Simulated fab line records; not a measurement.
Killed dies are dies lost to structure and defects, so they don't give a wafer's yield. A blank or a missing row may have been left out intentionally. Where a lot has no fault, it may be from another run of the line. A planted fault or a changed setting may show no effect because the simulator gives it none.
Chamber matching :: flow nand-harc :: 4 sister chambers for NHARC_A_BLC_ETCH_16 on rie-diel-03
The step etches the open film in CF4, target depth 39 nm, time 65 s. 18 wafers are shown with their chamber, then 9 later ones without.

== EACH WAFER AND ITS CHAMBER ==
wafer: L076.1
chamber: 2
showerhead-plenum-p-Torr (Torr): 1.87
drypump-motor-current-A (A): 6.3
rf-vpp-V (V): 153.3

wafer: L076.2
chamber: 3
showerhead-plenum-p-Torr (Torr): 1.66
drypump-motor-current-A (A): 6.1
rf-vpp-V (V): 150.2

wafer: L076.3
chamber: 1
showerhead-plenum-p-Torr (Torr): 1.75
drypump-motor-current-A (A): 5.8
rf-vpp-V (V): 151.2

wafer: L081.1
chamber: 0
showerhead-plenum-p-Torr (Torr): 1.72
drypump-motor-current-A (A): 5.7
rf-vpp-V (V): 151.2

wafer: L081.3
chamber: 1
showerhead-plenum-p-Torr (Torr): 1.75
drypump-motor-current-A (A): 5.9
rf-vpp-V (V): 151.6

wafer: L081.5
chamber: 1
showerhead-plenum-p-Torr (Torr): 1.75
drypump-motor-current-A (A): 5.9
rf-vpp-V (V): 151.7

wafer: L083.2
chamber: 1
showerhead-plenum-p-Torr (Torr): 1.75
drypump-motor-current-A (A): 5.8
rf-vpp-V (V): 152.1

wafer: L083.4
chamber: 3
showerhead-plenum-p-Torr (Torr): 1.66
drypump-motor-current-A (A): 6.1
rf-vpp-V (V): 150.5

wafer: L083.5
chamber: 3
showerhead-plenum-p-Torr (Torr): 1.65
drypump-motor-current-A (A): 6.1
rf-vpp-V (V): 149.7

wafer: L088.1
chamber: 2
showerhead-plenum-p-Torr (Torr): 1.87
drypump-motor-current-A (A): 6.3
rf-vpp-V (V): 153.8

wafer: L088.3
chamber: 3
showerhead-plenum-p-Torr (Torr): 1.65
drypump-motor-current-A (A): 6.1
rf-vpp-V (V): 149.3

wafer: L088.5
chamber: 1
showerhead-plenum-p-Torr (Torr): 1.75
drypump-motor-current-A (A): 5.8
rf-vpp-V (V): 151.4

wafer: L091.2
chamber: 0
showerhead-plenum-p-Torr (Torr): 1.72
drypump-motor-current-A (A): 5.7
rf-vpp-V (V): 150.0

wafer: L091.5
chamber: 3
showerhead-plenum-p-Torr (Torr): 1.65
drypump-motor-current-A (A): 6.1
rf-vpp-V (V): 150.5

wafer: L091.6
chamber: 2
showerhead-plenum-p-Torr (Torr): 1.86
drypump-motor-current-A (A): 6.2
rf-vpp-V (V): 152.2

wafer: L096.2
chamber: 2
showerhead-plenum-p-Torr (Torr): 1.86
drypump-motor-current-A (A): 6.2
rf-vpp-V (V): 153.0

wafer: L096.4
chamber: 3
showerhead-plenum-p-Torr (Torr): 1.65
drypump-motor-current-A (A): 6.1
rf-vpp-V (V): 148.5

wafer: L096.5
chamber: 0
showerhead-plenum-p-Torr (Torr): 1.72
drypump-motor-current-A (A): 5.6
rf-vpp-V (V): 151.5

SIGNATURES (means of the wafers above)
reading: showerhead-plenum-p-Torr
chamber 0: 1.7200
chamber 1: 1.7500
chamber 2: 1.8650
chamber 3: 1.6533
scatter within a chamber: 0.00408

reading: drypump-motor-current-A
chamber 0: 5.667
chamber 1: 5.840
chamber 2: 6.250
chamber 3: 6.100
scatter within a chamber: 0.0453

reading: rf-vpp-V
chamber 0: 150.900
chamber 1: 151.600
chamber 2: 153.075
chamber 3: 149.783
scatter within a chamber: 0.663
Rule: a wafer lies at a distance from a chamber equal to the root of the sum of squares, over the readings, of (its reading less the chamber's mean, divided by the reading's scatter). If the next closest chamber is less than 2 further off than the closest, the wafer can't be placed; otherwise it belongs to the closest. The scatter: the root of (the sum of the squares of (reading less its chamber's mean) over the shown wafers, divided by (wafers less chambers)).

== WAFERS MISSING THEIR CHAMBER ==
wafer: L094.1
showerhead-plenum-p-Torr (Torr): 1.75
drypump-motor-current-A (A): 5.8
rf-vpp-V (V): 150.9

wafer: L094.2
showerhead-plenum-p-Torr (Torr): 1.86
drypump-motor-current-A (A): 6.2
rf-vpp-V (V): 152.7

wafer: L094.3
showerhead-plenum-p-Torr (Torr): 1.72
drypump-motor-current-A (A): 5.6
rf-vpp-V (V): 152.9

wafer: L095.2
showerhead-plenum-p-Torr (Torr): 1.75
drypump-motor-current-A (A): 5.9
rf-vpp-V (V): 150.2

wafer: L095.4
showerhead-plenum-p-Torr (Torr): 1.86
drypump-motor-current-A (A): 6.3
rf-vpp-V (V): 151.0

wafer: L095.5
showerhead-plenum-p-Torr (Torr): 1.72
drypump-motor-current-A (A): 5.7
rf-vpp-V (V): 149.4

wafer: L097.1
showerhead-plenum-p-Torr (Torr): 1.65
drypump-motor-current-A (A): 6.1
rf-vpp-V (V): 148.0

wafer: L097.5
showerhead-plenum-p-Torr (Torr): 1.72
drypump-motor-current-A (A): 5.6
rf-vpp-V (V): 151.5

wafer: L097.6
showerhead-plenum-p-Torr (Torr): 1.65
drypump-motor-current-A (A): 6.1
rf-vpp-V (V): 149.1

== THE CHAMBER EACH PASSED THROUGH ==
wafer: L094.1
from the rows above: 1
in truth: 1

wafer: L094.2
from the rows above: 2
in truth: 2

wafer: L094.3
from the rows above: 0
in truth: 0

wafer: L095.2
from the rows above: 1
in truth: 1

wafer: L095.4
from the rows above: 2
in truth: 2

wafer: L095.5
from the rows above: 0
in truth: 0

wafer: L097.1
from the rows above: 3
in truth: 3

wafer: L097.5
from the rows above: 0
in truth: 0

wafer: L097.6
from the rows above: 3
in truth: 3
Correctly placed: 9 of 9. From these rows, 0 cannot be placed. 0 placed wrongly.
